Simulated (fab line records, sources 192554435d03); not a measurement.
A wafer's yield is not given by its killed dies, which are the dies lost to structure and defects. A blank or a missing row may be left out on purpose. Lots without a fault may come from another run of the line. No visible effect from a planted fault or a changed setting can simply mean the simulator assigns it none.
Split-lot experiment | flow n5Finfet | route with 1938 steps; 7 lots, 21 wafers read

THE SPLIT ITSELF
At N5_GATE_CUT_HM_DEP_46 (deposits SiO2 from TEOS/O2, target thk 130 nm, time 26.6 s), the setting timeS was moved away from the recipe's 26.6 s on 8 of the 21 wafers read, by -11.6% to +11.3%. The other wafers ran this setting at the recipe's value.

FROM THE SPLIT TO THE READING: what the file shows between them, 16 steps
- N5_GATE_CUT_COAT_27: time 60 s, resist thk 10 nm (also split here: spinRpm)
- N5_GATE_CUT_DESCUM_18: chemistry O2, time 7 s (also split here: timeS)
- N5_GATE_CUT_ETCH_28: etches underlayer in N2/H2, target depth 13 nm, time 10.4 s
- N5_GATE_CUT_ETCH_36: etches SiARC in CF4, target depth 13 nm, time 21.7 s
- N5_GATE_CUT_ETCH_37: etches SOC in N2/H2, target depth 60 nm, overetch 12 nm, time 90 s
- N5_GATE_CUT_STRIP_38: strips in N2/H2
- N5_GATE_CUT_STRIP_39: strips in N2/H2
- N5_GATE_CUT_HM_OPEN_40: chemistry C4F6/O2, target SiO2, target depth 139 nm, time 85.1 s
- N5_GATE_CUT_STRIP_41: strips in CF4
- N5_GATE_CUT_STRIP_42: strips in O2
- N5_GATE_CUT_ETCH_19: etches SiNx in CH3F/O2, target depth 53.7 nm, time 76.7 s
- N5_GATE_CUT_CUT_ETCH_54: etches TiN in Cl2/BCl3, target depth 96.7 nm (also split here: biasW)
- N5_GATE_CUT_CUT_ETCH_55: etches HfO2 in BCl3, target depth 3.2 nm
- N5_GATE_CUT_ETCH_47: etches SiO2 in Cl2/BCl3, target depth 10 nm
- N5_GATE_CUT_ALD_22: deposits SiNx, target thk 16 nm, pulse time 1 s, ald cycles 320
- N5_GATE_CUT_CMP_23: polishes, stops on SiO2, t overpolish 23.4 s, target thk 16 nm

THE READING
GC_FILL_THK (nm), taken at N5_GATE_CUT_THK_MEAS_24. Typical for fault-free wafers on this fab line: 219.6 nm, with standard deviation 2.1 nm.

wafer  | tool, chamber at the split | timeS as run, s | against the recipe | GC_FILL_THK, nm | against lot-mates on the recipe
L075.1 | pecvd-02, 2                | 26.6            | recipe             | 219.4           | -
L075.2 | pecvd-02, 1                | 24.36           | -8.4%              | 206.2           | -12.0
L075.3 | pecvd-02, 0                | 26.6            | recipe             | 217.0           | -
L076.2 | pecvd-02, 2                | 26.6            | recipe             | 219.2           | -
L076.3 | pecvd-02, 0                | 26.6            | recipe             | 218.5           | -
L076.6 | pecvd-02, 1                | 23.51           | -11.6%             | 205.4           | -13.4
L077.1 | pecvd-04, 1                | 26.6            | recipe             | 215.8           | -
L077.5 | pecvd-04, 0                | 29.6            | +11.3%             | 234.3           | +15.9
L077.6 | pecvd-04, 2                | 26.6            | recipe             | 221.1           | -
L080.1 | pecvd-04, 2                | 26.6            | recipe             | 215.3           | -
L080.3 | pecvd-04, 1                | 26.6            | recipe             | 216.4           | -
L080.6 | pecvd-04, 1                | 26.6            | recipe             | 216.8           | -
L081.4 | pecvd-01, 0                | 24.13           | -9.3%              | 210.1           | -9.7
L081.5 | pecvd-01, 2                | 26.6            | recipe             | 219.8           | -
L081.6 | pecvd-01, 1                | 24.13           | -9.3%              | 210.2           | -9.6
L084.1 | pecvd-01, 1                | 26.6            | recipe             | 220.8           | -
L084.5 | pecvd-01, 2                | 24.15           | -9.2%              | 211.0           | -12.8
L084.6 | pecvd-01, 0                | 26.6            | recipe             | 226.7           | -
L092.2 | pecvd-02, 2                | 26.6            | recipe             | 219.6           | -
L092.3 | pecvd-02, 0                | 24.96           | -6.2%              | 211.2           | -8.4
L092.4 | pecvd-02, 1                | 24.96           | -6.2%              | 213.6           | -6.0

FIT RESULTS
A straight line over all 21 wafers: GC_FILL_THK changes by +1.16 nm for each +1% of timeS; r = +0.92; the points scatter about the line by 2.7 nm.
The same after taking each lot's own level away (the mean of its wafers on the recipe; 21 wafers): +1.25 nm for each +1%; r = +0.97; scatter 1.7 nm.
Per that fit: largest timeS move, reading shift of 15 nm.
The lots' own levels span 216.17 to 223.75 nm, that is 3.6 times the standard deviation above.
So the lot-to-lot level changes the slope little: the two slopes agree.
Check: -14.5 nm against its lot-mates is what the line predicts for one of the wafers moved furthest among these (-11.6%) when that wafer is left out of the fit. It came out at -13.4 nm against them.

THE OTHER SPLITS THESE WAFERS WENT THROUGH
Before the reading, these wafers also passed through other splits. Each is held against what the fit with the lots' levels taken away leaves over:
other split on the same wafers | wafers away from the commonest value | r with GC_FILL_THK (lot level and that fit taken away)
N5_GATE_CUT_COAT_27 spinRpm    | 4                                    | +0.19
N5_GATE_CUT_DESCUM_18 timeS    | 8                                    | +0.52
N5_GATE_CUT_CUT_ETCH_54 biasW  | 8                                    | +0.05

THE WHOLE CHAIN: every reading that the file lists as answering this split, in the file's order
step                    | what it does                                                     | reading                                                                           | change (the file's fit)                | r (the file's)
N5_GATE_CUT_HM_DEP_46   | deposits SiO2 from TEOS/O2, target thk 130 nm, time 26.6 s       | SiO2_of_GATE_CUT_HM_DEP_46.thkNm (the simulator's own value, which no gauge read) | +1.25 nm for each +1% of the setting   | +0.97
N5_GATE_CUT_HM_OPEN_40  | chemistry C4F6/O2, target SiO2, target depth 139 nm, time 85.1 s | etchRfOnTimeS                                                                     | withheld for each +1% of the setting   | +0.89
N5_GATE_CUT_HM_OPEN_40  | chemistry C4F6/O2, target SiO2, target depth 139 nm, time 85.1 s | etch.depthNm (the simulator's own value, which no gauge read)                     | +1.26 nm for each +1% of the setting   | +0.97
N5_GATE_CUT_HM_OPEN_40  | chemistry C4F6/O2, target SiO2, target depth 139 nm, time 85.1 s | SOC_of_GATE_CUT_COAT_34.thkNm (the simulator's own value, which no gauge read)    | -0.277 nm for each +1% of the setting  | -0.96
N5_GATE_CUT_ETCH_19     | etches SiNx in CH3F/O2, target depth 53.7 nm, time 76.7 s        | SiO2_of_GATE_CUT_HM_DEP_46.thkNm (the simulator's own value, which no gauge read) | +1.26 nm for each +1% of the setting   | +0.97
N5_GATE_CUT_THK_MEAS_24 |                                                                  | GC_FILL_THK                                                                       | +1.27 for each +1% of the setting      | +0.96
N5_GATE_CUT_CMP_43      | polishes SiO2                                                    | SiO2_of_GATE_CUT_HM_DEP_46.thkNm (the simulator's own value, which no gauge read) | +0.0643 nm for each +1% of the setting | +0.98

THE FILE'S OWN FIT
GC_FILL_THK changes by +1.27 nm for each +1% of timeS, r = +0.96.
